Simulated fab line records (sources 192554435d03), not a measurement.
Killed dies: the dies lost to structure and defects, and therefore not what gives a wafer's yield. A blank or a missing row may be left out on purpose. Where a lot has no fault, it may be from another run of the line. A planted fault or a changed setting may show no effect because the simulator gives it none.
fab line records    flow n5-finfet    part 2 of 2: steps 20 to 26 of 26
record lots=5  wafers=15  last-day=16
route steps=1938 shown BEOL_M3@955
lots that met no fault: taken from a fault-free run of the same line
start-h: hours from the record's first day to the start of the lot's first wafer shown    wait-h: hours from the lot's prior step to this one    " the same as in the row above    L1.1+2: a single row standing in for several wafers    - value missing, or start not given    * or withheld: withheld    < > ~ a bound
route shown NAME@n: NAME is a module with steps in the file, n the number in the route of the first one    usual: mean/standard deviation of fault-free wafers    same: alike in all rows    chamber/n: place in a boat    sites: per-site readings    _std_site: the values' standard deviation    _edge_site: outer sites' mean less inner sites'    radius-mm: for every site, how far away it sits from the centre of the wafer    mask NAME#n: copy n    behind: the tool/chamber that last shaped the wafer    hold: reason for holding the lot/hours on hold/outcome of the hold    device: transistor that didn't switch, given as n, p or np    end of line: the same wafers' tests at the end of the route    for a step that has no rows: nothing shown but its recipe    killed: dies lost to structure and defects at the first sort, not the wafer's yield    map: dies across one wafer; x = killed, . = not, _ = none there
set.NAME: the setting as run; set.NAME@STEP: as run at that earlier step    model.NAME: the simulator's own value behind a step, which no gauge read
lots seen at some steps along the route; tables by step, rows by wafer
services: from which hour (start-h, from the record's first day; less than 0 if before it) a tool's chamber was out of use, for how many hours, and why
## steps
# step N5_BEOL_M3_ETCH_70
# recipe chemistry=N2/H2  target=SOC  target-depth-a=800  overetch-a=160  mask-material=SiARC  temp-c=40  time-s=120  ion-energy-ev=200  pressure-mtorr=30  source-w=840  bias-w=150  n2-flow-sccm=200  h2-flow-sccm=200
# usual bias-w=150.0/0.44  drypump-motor-current-A=5.6/0.43  oes-product-au=0.61/0.064  rf-vpp-V=523.7/2.2  showerhead-plenum-p-Torr=2.54/0.078  throttle-valve-pct=17.95/0.29
lot.wafer  tool         chamber  start-h  wait-h  bias-w  drypump-motor-current-A  oes-product-au  rf-hours-counter-h  rf-vpp-V  showerhead-plenum-p-Torr  throttle-valve-pct
L080.1     rie-diel-03  2        199.69   0.0     150.2   5.3                      0.69            9                   521.6     2.52                      17.44
L080.2     "            1        "        "       149.7   5.4                      0.69            26                  526.9     2.69                      17.78
L080.3     "            3        "        "       150.5   6.4                      0.66            56                  524.8     2.62                      18.37
L085.4     rie-diel-04  1        234.54   0.0     150.0   5.3                      0.54            217                 523.4     2.51                      17.77
L085.5     "            0        "        "       149.5   5.9                      0.55            -                   523.2     2.54                      18.24
L085.6     "            3        "        "       150.2   5.2                      0.66            -                   521.1     2.48                      17.80
L087.2     rie-diel-04  0        244.72   0.0     150.1   5.9                      0.54            202                 523.9     2.54                      18.25
L087.4     "            2        "        "       150.6   5.7                      0.52            245                 521.0     2.42                      18.49
L087.6     "            2        "        "       150.2   5.7                      0.52            -                   520.7     2.42                      18.48
L086.1     rie-diel-04  1        245.71   0.0     151.1   5.2                      0.54            221                 522.1     2.50                      17.79
L086.5     "            0        "        "       149.7   5.9                      0.54            -                   523.1     2.54                      18.25
L086.6     "            3        "        "       149.4   5.2                      0.64            -                   522.5     2.48                      17.81
L090.2     rie-diel-04  1        249.68   0.0     149.5   5.2                      0.53            223                 523.1     2.50                      17.81
L090.4     "            3        "        "       150.0   5.2                      0.65            60                  521.9     2.48                      17.81
L090.5     "            1        "        "       149.9   5.2                      0.53            -                   522.1     2.50                      17.79
# step N5_BEOL_M3_STRIP_71
# recipe chemistry=N2/H2  temp-c=40  n2-flow-sccm=200  h2-flow-sccm=200  rf-frequency-hz=6e+07
lot.wafer   tool         chamber  start-h  wait-h
L080.1+2+3  rie-diel-03  2,1,3    199.77   0.0
L085.4+5+6  rie-diel-04  1,0,3    234.62   0.0
L087.2+4+6  rie-diel-04  0,2,2    244.81   0.0
L086.1+5+6  rie-diel-04  1,0,3    245.79   0.0
L090.2+4+5  rie-diel-04  1,3,1    249.76   0.0
# step N5_BEOL_M3_STRIP_78
# recipe chemistry=N2/H2  temp-c=40  n2-flow-sccm=200  h2-flow-sccm=200  rf-frequency-hz=6e+07
lot.wafer   tool         chamber  start-h  wait-h
L080.1+2+3  rie-diel-03  2,1,3    199.78   0.0
L085.4+5+6  rie-diel-04  1,0,3    234.63   0.0
L087.2+4+6  rie-diel-04  0,2,2    244.82   0.0
L086.1+5+6  rie-diel-04  1,0,3    245.80   0.0
L090.2+4+5  rie-diel-04  1,3,1    249.77   0.0
# step N5_BEOL_M3_VIA_ETCH_34
# recipe chemistry=C4F6/O2  target-depth-a=694  mask-material=SOC  pressure-mtorr=15  ion-energy-ev=250  taper-deg=4  time-s=65.9  source-w=350  bias-w=170  Ar_flow_sccm=300  C4F6_flow_sccm=10  O2_flow_sccm=10
# usual bias-w=170.0/0.53  drypump-motor-current-A=5.6/0.43  oes_ar_750_au=0.79/0.081  oes-product-au=0.79/0.086  rf-vpp-V=671/30  showerhead-plenum-p-Torr=2.84/0.09  throttle-valve-pct=30.83/0.29
lot.wafer  tool         chamber  start-h  wait-h  bias-w  drypump-motor-current-A  oes_ar_750_au  oes-product-au  rf-hours-counter-h  rf-vpp-V  showerhead-plenum-p-Torr  throttle-valve-pct
L080.1     rie-diel-03  2        199.79   0.0     170.0   5.3                      0.92           0.92            9                   673       2.80                      30.38
L080.2     "            1        "        "       170.1   5.4                      0.86           0.88            26                  719       3.02                      30.83
L080.3     "            3        "        "       170.4   6.4                      0.87           0.88            56                  659       2.91                      31.24
L085.4     rie-diel-04  1        234.64   0.0     170.1   5.2                      0.73           0.69            217                 646       2.82                      30.65
L085.5     "            0        "        "       169.6   5.9                      0.73           0.70            -                   644       2.81                      30.77
L085.6     "            3        "        "       170.8   5.2                      0.85           0.85            -                   646       2.77                      30.78
L087.2     rie-diel-04  0        244.83   0.0     170.6   5.9                      0.72           0.70            202                 644       2.80                      30.75
L087.4     "            2        "        "       170.4   5.7                      0.70           0.68            245                 635       2.70                      31.35
L087.6     "            2        "        "       170.4   5.7                      0.70           0.68            -                   634       2.70                      31.36
L086.1     rie-diel-04  1        245.81   0.0     170.3   5.2                      0.72           0.71            221                 647       2.81                      30.66
L086.5     "            0        "        "       170.0   5.9                      0.71           0.71            -                   641       2.80                      30.76
L086.6     "            3        "        "       171.3   5.2                      0.85           0.84            -                   648       2.76                      30.79
L090.2     rie-diel-04  1        249.78   0.0     169.4   5.3                      0.72           0.69            223                 644       2.81                      30.65
L090.4     "            3        "        "       169.4   5.2                      0.84           0.83            60                  648       2.76                      30.81
L090.5     "            1        "        "       169.9   5.2                      0.72           0.70            -                   646       2.81                      30.67
# step N5_BEOL_M3_STRIP_83
# recipe chemistry=C4F6/O2  resist=SiARC  rf-frequency-hz=6e+07
lot.wafer   tool         chamber  start-h  wait-h
L080.1+2+3  rie-diel-03  2,1,3    199.84   0.0
L085.4+5+6  rie-diel-04  1,0,3    234.69   0.0
L087.2+4+6  rie-diel-04  0,2,2    244.88   0.0
L086.1+5+6  rie-diel-04  1,0,3    245.86   0.0
L090.2+4+5  rie-diel-04  1,3,1    249.83   0.0
# step N5_BEOL_M3_STRIP_36
# recipe chemistry=N2/H2  power-w=450  temp-c=40  pressure-mtorr=20  rf-frequency-hz=6e+07  overash-fraction=0.3  bias-power-w=7  h2-frac=0.5  n2-flow-sccm=200  h2-flow-sccm=200
# usual drypump-motor-current-A=5.6/0.43  oes-product-au=0.80/0.086  rf-vpp-V=59.2/1.4  showerhead-plenum-p-Torr=2.54/0.078  throttle-valve-pct=23.8/0.42
lot.wafer  tool         chamber  start-h  wait-h  drypump-motor-current-A  oes-product-au  rf-hours-counter-h  rf-vpp-V  showerhead-plenum-p-Torr  throttle-valve-pct
L080.1     rie-diel-03  2        199.85   0.0     5.3                      0.94            9                   62.0      2.51                      23.2
L080.2     "            1        "        "       5.4                      0.89            26                  57.4      2.69                      23.6
L080.3     "            3        "        "       6.3                      0.89            56                  57.4      2.61                      24.6
L085.4     rie-diel-04  1        234.70   0.0     5.2                      0.70            217                 58.4      2.50                      23.5
L085.5     "            0        "        "       5.9                      0.71            -                   59.9      2.54                      24.1
L085.6     "            3        "        "       5.2                      0.85            -                   60.1      2.48                      23.8
L087.2     rie-diel-04  0        244.89   0.0     5.9                      0.71            202                 60.0      2.54                      24.1
L087.4     "            2        "        "       5.7                      0.68            245                 57.3      2.41                      24.6
L087.6     "            2        "        "       5.7                      0.69            -                   58.1      2.41                      24.6
L086.1     rie-diel-04  1        245.87   0.0     5.2                      0.69            221                 57.6      2.50                      23.5
L086.5     "            0        "        "       5.9                      0.71            -                   60.0      2.54                      24.1
L086.6     "            3        "        "       5.2                      0.83            -                   58.3      2.47                      23.8
L090.2     rie-diel-04  1        249.84   0.0     5.3                      0.69            223                 58.1      2.50                      23.5
L090.4     "            3        "        "       5.2                      0.85            60                  55.8      2.47                      23.8
L090.5     "            1        "        "       5.2                      0.70            -                   57.9      2.50                      23.5
# step N5_BEOL_M3_TRENCH_ETCH_37
# recipe chemistry=C4F6/O2  target-depth-a=555.55  target=SiOC  time-s=29.2  ion-energy-ev=250  pressure-mtorr=30  source-w=355  bias-w=185  Ar_flow_sccm=300  C4F6_flow_sccm=10  O2_flow_sccm=10
# usual bias-w=185.0/0.51  drypump-motor-current-A=5.6/0.43  oes_ar_750_au=0.79/0.08  oes-product-au=0.79/0.086  rf-vpp-V=672/30  showerhead-plenum-p-Torr=2.85/0.09  throttle-valve-pct=20.94/0.21
lot.wafer  tool         chamber  start-h  wait-h  bias-w  drypump-motor-current-A  oes_ar_750_au  oes-product-au  rf-hours-counter-h  rf-vpp-V  showerhead-plenum-p-Torr  throttle-valve-pct
L080.1     rie-diel-03  2        -        -       184.7   5.3                      0.92           0.93            9                   672       2.81                      20.48
L080.2     "            1        "        "       185.3   5.4                      0.86           0.88            26                  720       3.03                      20.97
L080.3     "            3        "        "       184.8   6.4                      0.87           0.87            56                  661       2.92                      21.21
L085.4     rie-diel-04  1        -        -       185.2   5.2                      0.72           0.69            217                 645       2.82                      20.86
L085.5     "            0        "        "       185.1   5.9                      0.74           0.70            -                   644       2.81                      21.04
L085.6     "            3        "        "       185.6   5.1                      0.85           0.83            -                   646       2.77                      20.78
L087.2     rie-diel-04  0        -        -       184.9   5.9                      0.72           0.71            202                 643       2.81                      21.05
L087.4     "            2        "        "       185.6   5.7                      0.69           0.68            245                 634       2.70                      21.32
L087.6     "            2        "        "       185.6   5.7                      0.69           0.69            -                   633       2.70                      21.34
L086.1     rie-diel-04  1        -        -       185.6   5.2                      0.73           0.69            221                 646       2.82                      20.85
L086.5     "            0        "        "       184.7   5.9                      0.72           0.69            -                   643       2.81                      21.05
L086.6     "            3        "        "       186.1   5.1                      0.84           0.83            -                   648       2.77                      20.79
L090.2     rie-diel-04  1        -        -       184.9   5.2                      0.72           0.70            223                 645       2.82                      20.86
L090.4     "            3        "        "       185.4   5.2                      0.84           0.83            60                  646       2.77                      20.78
L090.5     "            1        "        "       185.4   5.2                      0.72           0.70            -                   644       2.82                      20.86
## services
tool            chamber  start-h  hours  kind
ald-sin-04      0        172.66   11.4   repair
ald-sin-01      -        176.75   14.0   pm
ald-sin-01      0        176.75   14.0   vent-cycle
ald-sin-01      1        176.75   14.0   vent-cycle
ald-sin-01      2        176.75   14.0   vent-cycle
ald-sin-01      3        176.75   14.0   vent-cycle
euv-scanner-01  0        183.43   -      calibration
rie-diel-04     -        188.17   14.6   pm
ald-sin-01      0        190.75   -      clean
ald-sin-01      1        190.75   -      clean
ald-sin-01      2        190.75   -      clean
ald-sin-01      3        190.75   -      clean
ald-sin-03      2        196.91   10.2   repair
euv-scanner-02  -        202.03   1.0    pm
euv-scanner-01  -        204.68   1.0    pm
litho-track-01  -        220.33   -      consumable-replace:filter
ald-sin-01      3        229.64   20.2   repair
rie-diel-03     -        239.00   15.6   pm
euv-scanner-01  -        239.59   0.8    repair
